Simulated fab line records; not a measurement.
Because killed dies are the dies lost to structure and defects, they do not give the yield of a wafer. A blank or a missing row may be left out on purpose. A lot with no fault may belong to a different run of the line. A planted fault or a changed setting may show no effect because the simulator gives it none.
Problem report, 8D (eight disciplines) form, completed by code / flow n5Finfet / the parts of the form that need people (team, actions taken, sign-off) are left out

== 1. WHAT WENT WRONG ==
spinSpeedRpm at N5_BEOL_M8_COAT_64 reads a mean of 1456.4 rpm on 6 wafers of 2 lots; wafers without a fault read 1500.0 rpm with a standard deviation of 0.98. That is -45 standard deviations from the usual mean.
The step: time 60 s, resist thk 12 nm.
Seen first at day 12 20:31 on lithoTrack-01, wafer L998.1. The record holds 12 wafers of 4 lots with a number at this step. Rule for "out" (also "out of limits"): further than 4 standard deviations from the usual mean. The rest of the wafers with a number are treated as sound.

== 2. WHAT IT IS, WHAT IT ISN'T ==
question=which readings at this step | is=spinSpeedRpm | is not=chillPlateTempC
question=which lots | is=L100, L998 | is not=L108, L991
question=which wafers of those lots | is=all that have a number | is not=-
question=read on which tools | is=lithoTrack-01 | is not=lithoTrack-05
question=when | is=from day 12 20:31 | is not=up to then (3 sound wafers); but 3 sound wafers of L108 came after

== 3. SUSPECTS, AND WHAT RULES EACH OUT ==
Counting: any tool at a process step up to the reading is kept as a suspect provided that every lot that is out went through it and no sound lot did after the first of them.
- lithoTrack-01 at N5_BEOL_M8_COAT_64 (time 60 s, resist thk 12 nm): kept. It ran every lot that is out, first L998 (day 12 20:31), and no sound lot after that; its last sound lot up to then is L991 (day 10 15:29). Out on those wafers are its own readings of spinSpeedRpm.
Remaining after the count: lithoTrack-01 at N5_BEOL_M8_COAT_64.

== 4. THE CAUSE (what the simulator had put in) ==
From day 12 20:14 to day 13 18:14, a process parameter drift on lithoTrack-01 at N5_BEOL_M8_COAT_64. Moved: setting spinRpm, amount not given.
After counting, this tool was the only one left.

== 5. THE CHAIN OF EFFECTS, in route order ==
Each row: a reading where the mean over the struck wafers with a number is more than 3 standard deviations away from the usual. Readings are gone through only where the record gives a usual standard deviation; hours: the median, over the lots, of the time from a lot's start at the first step in this table giving one to that lot's start at this step; sigmas: the change measured in usual standard deviations.
hours=0; step=N5_BEOL_M8_COAT_64; reading=spinSpeedRpm; usual=1500.0 rpm; on struck wafers=1456.4; change=-43.6; sigmas=-45
Here are the process steps it includes:
- N5_BEOL_M8_COAT_64: time 60 s, resist thk 12 nm.

== 6. WHAT WOULD HAVE CAUGHT IT SOONER ==
In this record no reading fell out of limits until day 12 20:31, 0 hours after the fault had begun at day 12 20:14.
